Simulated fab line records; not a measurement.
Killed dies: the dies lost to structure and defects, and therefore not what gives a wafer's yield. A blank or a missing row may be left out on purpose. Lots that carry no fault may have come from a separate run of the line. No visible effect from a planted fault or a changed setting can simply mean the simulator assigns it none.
What tool caused it? | flow n5Finfet | 8 lots with 24 wafers sampled at 5 steps, on a route of 1938 steps

## WHAT EACH GAUGE READ, for each wafer
N5_BEOL_M4_RC_MEAS_101. Usual: DIBL_N 36.4 mV/V, standard deviation 1.5; DIBL_P 36.6 mV/V, standard deviation 1.9; IOFF_N 0.155 nA/um, standard deviation 0.021; IOFF_P 0.211 nA/um, standard deviation 0.028; ION_N 671 uA/um, standard deviation 8.6; ION_P 462 uA/um, standard deviation 5.8; SS_N 71.5 mV/dec, standard deviation 0.5; SS_P 73.4 mV/dec, standard deviation 0.58; VT_N 250.1 mV, standard deviation 2.4; VT_P -250.1 mV, standard deviation 3.
lot  | measured     | on        | DIBL_N (mV/V)  | DIBL_P (mV/V)  | IOFF_N (nA/um)    | IOFF_P (nA/um)    | ION_N (uA/um) | ION_P (uA/um) | SS_N (mV/dec)  | SS_P (mV/dec)  | VT_N (mV)         | VT_P (mV)            | flag
L878 | day 7 23:52  | prober-02 | 35.7 35.3 35.8 | 35.0 35.4 34.5 | 0.134 0.138 0.142 | 0.193 0.200 0.189 | 674 667 685   | 457 464 461   | 71.2 71.4 71.5 | 72.5 72.0 72.8 | 250.6 248.9 250.2 | -250.8 -251.9 -252.8 | 
L881 | day 8 18:28  | prober-01 | 37.2 38.2 34.9 | 39.2 39.4 36.1 | 0.161 0.176 0.127 | 0.217 0.220 0.173 | 673 674 660   | 462 460 453   | 71.3 72.0 71.1 | 73.6 73.9 72.8 | 252.4 250.6 256.3 | -251.4 -250.6 -252.3 | 
L884 | day 9 15:51  | prober-02 | 36.5 34.8 36.1 | 36.7 33.9 36.1 | 0.155 0.126 0.144 | 0.208 0.179 0.205 | 673 664 669   | 460 459 462   | 71.6 71.2 71.3 | 73.4 72.0 73.7 | 250.9 250.4 252.1 | -250.0 -253.1 -252.4 | 
L888 | day 10 14:41 | prober-02 | 35.1 34.4 33.7 | 37.2 36.2 35.3 | 0.155 0.144 0.133 | 0.237 0.221 0.204 | 672 669 662   | 468 458 461   | 71.5 71.2 71.7 | 73.1 73.0 72.8 | 249.5 250.6 252.6 | -246.7 -246.5 -252.6 | 
L893 | day 11 13:08 | prober-02 | 36.7 37.1 37.5 | 36.3 36.5 38.4 | 0.153 0.157 0.169 | 0.211 0.212 0.252 | 667 678 690   | 461 467 474   | 71.8 71.4 71.5 | 73.5 73.0 74.4 | 250.2 248.7 245.7 | -251.3 -250.3 -248.6 | 
L896 | day 12 13:58 | prober-02 | 36.0 34.9 35.9 | 38.0 37.0 38.0 | 0.171 0.152 0.169 | 0.222 0.204 0.232 | 670 670 677   | 463 466 467   | 71.5 71.0 71.0 | 73.3 72.7 73.0 | 250.0 250.4 249.7 | -248.7 -249.4 -247.9 | 
L898 | day 12 20:07 | prober-01 | 36.3 37.1 36.7 | 36.7 38.9 37.9 | 0.151 0.177 0.158 | 0.195 0.230 0.207 | 665 673 665   | 456 466 453   | 71.5 71.9 72.0 | 73.4 74.6 74.0 | 249.9 247.2 250.0 | -251.6 -249.3 -247.9 | 
L901 | day 13 20:34 | prober-02 | 37.5 36.8 38.2 | 37.3 37.3 38.1 | 0.160 0.155 0.175 | 0.168 0.173 0.183 | 675 675 691   | 452 458 461   | 72.1 70.9 71.8 | 73.6 73.6 73.1 | 248.8 248.2 247.3 | -257.4 -256.5 -256.1 | 

## WHAT TOOL EACH LOT RAN ON (gives the tool, then ch and the chambers of the sampled wafers, and finally the start)
lot  | N5_MOL_CONTACT_COAG_STRIP_96     | N5_MOL_CONTACT_COAG_ETCH_47      | N5_MOL_CONTACT_COAG_ETCH_67       | N5_MOL_CONTACT_COAG_VIA_ETCH_117
L878 | rieDiel-06 ch 0,1,2, day 5 05:03 | rieDiel-06 ch 0,1,2, day 5 05:05 | rieDiel-06 ch 0,2,3, day 5 06:07  | rieDiel-06 ch 0,2,3, day 5 06:14
L881 | rieDiel-01 ch 2,3, day 5 22:35   | rieDiel-01 ch 2,3, day 5 22:37   | rieDiel-06 ch 2,3, day 6 00:07    | rieDiel-06 ch 2,3, day 6 00:14
L884 | rieDiel-04 ch 0,1,3, day 6 17:38 | rieDiel-04 ch 0,1,3, day 6 17:40 | rieDiel-04 ch 0,1,3, day 6 18:52  | rieDiel-04 ch 0,1,3, day 6 18:59
L888 | rieDiel-06 ch 0,3, day 7 18:16   | rieDiel-06 ch 0,3, day 7 18:19   | rieDiel-06 ch 0,1, day 7 19:40    | rieDiel-06 ch 0,1, day 7 19:47
L893 | rieDiel-06 ch 0,1,2, day 9 00:29 | rieDiel-06 ch 0,1,2, day 9 00:31 | rieDiel-06 ch 1,2,3, day 9 01:47  | rieDiel-06 ch 1,2,3, day 9 01:55
L896 | rieDiel-04 ch 1,2,3, day 9 19:42 | rieDiel-04 ch 1,2,3, day 9 19:44 | rieDiel-04 ch 1,2,3, day 9 21:11  | rieDiel-04 ch 1,2,3, day 9 21:19
L898 | rieDiel-06 ch 0,2,3, day 9 23:41 | rieDiel-06 ch 0,2,3, day 9 23:44 | rieDiel-01 ch 0,1,3, day 10 00:51 | rieDiel-01 ch 0,1,3, day 10 00:59
L901 | rieDiel-04 ch 0,2, day 10 21:19  | rieDiel-04 ch 0,2, day 10 21:21  | rieDiel-04 ch 0,2,3, day 10 22:29 | rieDiel-04 ch 0,2,3, day 10 22:37
- N5_MOL_CONTACT_COAG_STRIP_96: strips in N2/H2.
- N5_MOL_CONTACT_COAG_ETCH_47: etches SiNx in CH3F/O2, stops on W, target depth 27 nm.
- N5_MOL_CONTACT_COAG_ETCH_67: etches SOC in N2/H2, target depth 60 nm, overetch 21 nm, time 101.2 s.
- N5_MOL_CONTACT_COAG_VIA_ETCH_117: etches SiO2 in C4F6/O2, target depth 40 nm, overetch 8 nm, time 26 s.

## AS READ BY THE TOOLS THEMSELVES (means over the sampled wafers that have a number; for cases with no such wafer, the mark the record gives instead)
N5_MOL_CONTACT_COAG_STRIP_96. Usual: value, then standard deviation, for each; drypumpMotorCurrentA 5.8 A / 0.51; oesProductAu 0.77 a.u. / 0.094; powerW 500.2 W / 1.4; rfVppV 122.1 V / 1.3; showerheadPlenumPTorr 3.38 Torr / 0.11; tempC 40.01 C / 0.11; throttleValvePct 18.94 % / 0.28.
lot  | tool       | drypumpMotorCurrentA (A) | oesProductAu (a.u.) | powerW (W) | rfVppV (V) | showerheadPlenumPTorr (Torr) | tempC (C) | throttleValvePct (%) | flag
L878 | rieDiel-06 | 5.4                      | 0.73                | 500.9      | 121.9      | 3.39                         | 39.98     | 18.90                | 
L881 | rieDiel-01 | 5.6                      | 0.81                | 498.1      | 121.6      | 3.39                         | 40.07     | 18.76                | 
L884 | rieDiel-04 | 5.6                      | 0.72                | 500.5      | 121.8      | 3.29                         | 39.88     | 19.15                | 
L888 | rieDiel-06 | 6.4                      | 0.75                | 501.1      | 123.6      | 3.49                         | 40.06     | 18.70                | 
L893 | rieDiel-06 | 5.5                      | 0.79                | 499.9      | 121.1      | 3.37                         | 40.18     | 18.80                | 
L896 | rieDiel-04 | 5.9                      | 0.79                | 500.6      | 123.9      | 3.36                         | 39.99     | 19.09                | 
L898 | rieDiel-06 | 5.9                      | 0.79                | 500.4      | 123.1      | 3.42                         | 39.91     | 18.71                | 
L901 | rieDiel-04 | 5.9                      | 0.93                | 501.2      | 122.1      | 3.40                         | 40.04     | 19.02                | 

N5_MOL_CONTACT_COAG_ETCH_47. Usual: drypumpMotorCurrentA 5.7 A, standard deviation 0.5; etchRfOnTimeS 31.3 s, standard deviation 0.43; mfcArSccm 150.1 sccm, standard deviation 0.43; oesProductAu 0.69 a.u., standard deviation 0.083; rfFwdPowerW 385.8 W, standard deviation 1.9; rfVppV 295.5 V, standard deviation 2.2; showerheadPlenumPTorr 2.01 Torr, standard deviation 0.064; throttleValvePct 16.39 %, standard deviation 0.19.
lot  | tool       | drypumpMotorCurrentA (A) | etchRfOnTimeS (s) | mfcArSccm (sccm) | oesProductAu (a.u.) | rfFwdPowerW (W) | rfVppV (V) | showerheadPlenumPTorr (Torr) | throttleValvePct (%) | flag
L878 | rieDiel-06 | 5.4                      | 31.4              | 150.3            | 0.65                | 385.7           | 294.7      | 2.02                         | 16.47                | 
L881 | rieDiel-01 | 5.6                      | 31.5              | 150.3            | 0.72                | 385.0           | 295.1      | 2.02                         | 16.20                | 
L884 | rieDiel-04 | 5.6                      | 31.5              | 149.8            | 0.64                | 386.3           | 295.9      | 1.96                         | 16.40                | 
L888 | rieDiel-06 | 6.4                      | 31.4              | 149.6            | 0.67                | 385.1           | 296.5      | 2.08                         | 16.43                | 
L893 | rieDiel-06 | 5.4                      | 31.4              | 150.3            | 0.70                | 384.7           | 295.0      | 2.01                         | 16.39                | 
L896 | rieDiel-04 | 5.9                      | 31.2              | 150.0            | 0.70                | 388.2           | 297.4      | 2.00                         | 16.26                | 
L898 | rieDiel-06 | 5.9                      | 31.4              | 150.1            | 0.71                | 384.8           | 296.0      | 2.04                         | 16.39                | 
L901 | rieDiel-04 | 5.9                      | 30.6              | 150.6            | 0.83                | 386.7           | 296.1      | 2.03                         | 16.35                | 

N5_MOL_CONTACT_COAG_ETCH_67. Usual: value, then standard deviation, for each; drypumpMotorCurrentA 5.7 A / 0.51; oesProductAu 0.66 a.u. / 0.08; rfFwdPowerW 834 W / 3.2; rfVppV 524.3 V / 2.2; showerheadPlenumPTorr 2.56 Torr / 0.08; tempC 39.99 C / 0.11; throttleValvePct 17.83 % / 0.19.
lot  | tool       | drypumpMotorCurrentA (A) | oesProductAu (a.u.) | rfFwdPowerW (W) | rfVppV (V) | showerheadPlenumPTorr (Torr) | tempC (C) | throttleValvePct (%) | flag
L878 | rieDiel-06 | 5.9                      | 0.63                | 832             | 525.3      | 2.61                         | 40.04     | 17.89                | 
L881 | rieDiel-06 | 5.8                      | 0.61                | 832             | 524.4      | 2.56                         | 39.95     | 17.94                | 
L884 | rieDiel-04 | 5.6                      | 0.61                | 835             | 522.8      | 2.49                         | 39.96     | 17.93                | 
L888 | rieDiel-06 | 5.4                      | 0.60                | 1036            | 487.9      | 2.56                         | 39.95     | 17.90                | OFF
L893 | rieDiel-06 | 5.9                      | 0.66                | 1038            | 488.3      | 2.55                         | 40.04     | 17.77                | OFF
L896 | rieDiel-04 | 5.9                      | 0.65                | 837             | 524.2      | 2.55                         | 39.93     | 17.81                | 
L898 | rieDiel-01 | 5.4                      | 0.74                | 833             | 524.2      | 2.56                         | 39.98     | 17.75                | 
L901 | rieDiel-04 | 5.9                      | 0.70                | 838             | 523.9      | 2.54                         | 40.04     | 17.80                | 

N5_MOL_CONTACT_COAG_VIA_ETCH_117. Usual: value, then standard deviation, for each; drypumpMotorCurrentA 5.7 A / 0.51; mfcArSccm 300.0 sccm / 0.82; oesProductAu 0.71 a.u. / 0.082; rfFwdPowerW 319.5 W / 1.6; rfVppV 1576 V / 10; showerheadPlenumPTorr 2.85 Torr / 0.083; throttleValvePct 41.07 % / 0.28.
lot  | tool       | drypumpMotorCurrentA (A) | mfcArSccm (sccm) | oesProductAu (a.u.) | rfFwdPowerW (W) | rfVppV (V) | showerheadPlenumPTorr (Torr) | throttleValvePct (%) | flag
L878 | rieDiel-06 | 5.9                      | 300.0            | 0.68                | 319.5           | 1580       | 2.91                         | 41.13                | 
L881 | rieDiel-06 | 5.9                      | 300.0            | 0.65                | 318.7           | 1573       | 2.86                         | 41.23                | 
L884 | rieDiel-04 | 5.6                      | 299.4            | 0.65                | 321.0           | 1580       | 2.78                         | 41.11                | 
L888 | rieDiel-06 | 5.4                      | 300.4            | 0.65                | 318.9           | 1569       | 2.86                         | 41.09                | 
L893 | rieDiel-06 | 5.8                      | 299.6            | 0.71                | 319.1           | 1568       | 2.84                         | 41.08                | 
L896 | rieDiel-04 | 5.9                      | 300.4            | 0.70                | 322.4           | 1584       | 2.84                         | 40.96                | 
L898 | rieDiel-01 | 5.3                      | 300.4            | 0.79                | 319.4           | 1569       | 2.85                         | 41.02                | 
L901 | rieDiel-04 | 5.9                      | 299.6            | 0.76                | 322.1           | 1582       | 2.84                         | 41.15                | 

## THE ANSWER, worked out from the rows above alone
Rule: lot off if the mean of its wafers having a number is beyond 3 standard deviations from the usual mean. A lot without any number at a reading at which 4 lots or more have one is off too. All remaining lots with rows at the step are treated as sound. After the gauges, taken in route order, come the tools' own readings; for these a lot's mean is taken, as printed above. At the first step where some lot is off, the reading lying furthest off is the one used; lots without a number count as furthest.
Off, at N5_MOL_CONTACT_COAG_ETCH_67 on rfFwdPowerW: L888, L893.
If a tool, at that step or one of the process steps before it, ran each lot that is off and ran no sound lot following the first of them, it fits. One candidate fits, namely rieDiel-06 at N5_MOL_CONTACT_COAG_ETCH_67. A fault onset in the window from L881 (day 6 00:07, its last sound lot) to L888 (day 7 19:40, its first lot off) fits.
The tool's own readings at N5_MOL_CONTACT_COAG_ETCH_67 bear it out: on the lots that are off they differ by more than 5 times the standard deviation of the sound lots' means. rfFwdPowerW reads 1037 W there against 834 W on the sound lots; rfVppV reads 488.1 V there against 524.1 V on the sound lots.

## WHAT THE SIMULATOR HAD PUT IN
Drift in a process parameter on rieDiel-06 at N5_MOL_CONTACT_COAG_ETCH_67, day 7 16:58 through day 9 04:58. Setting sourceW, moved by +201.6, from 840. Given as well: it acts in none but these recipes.
Shown lots that were struck: L888, L893. The rule above found the same.
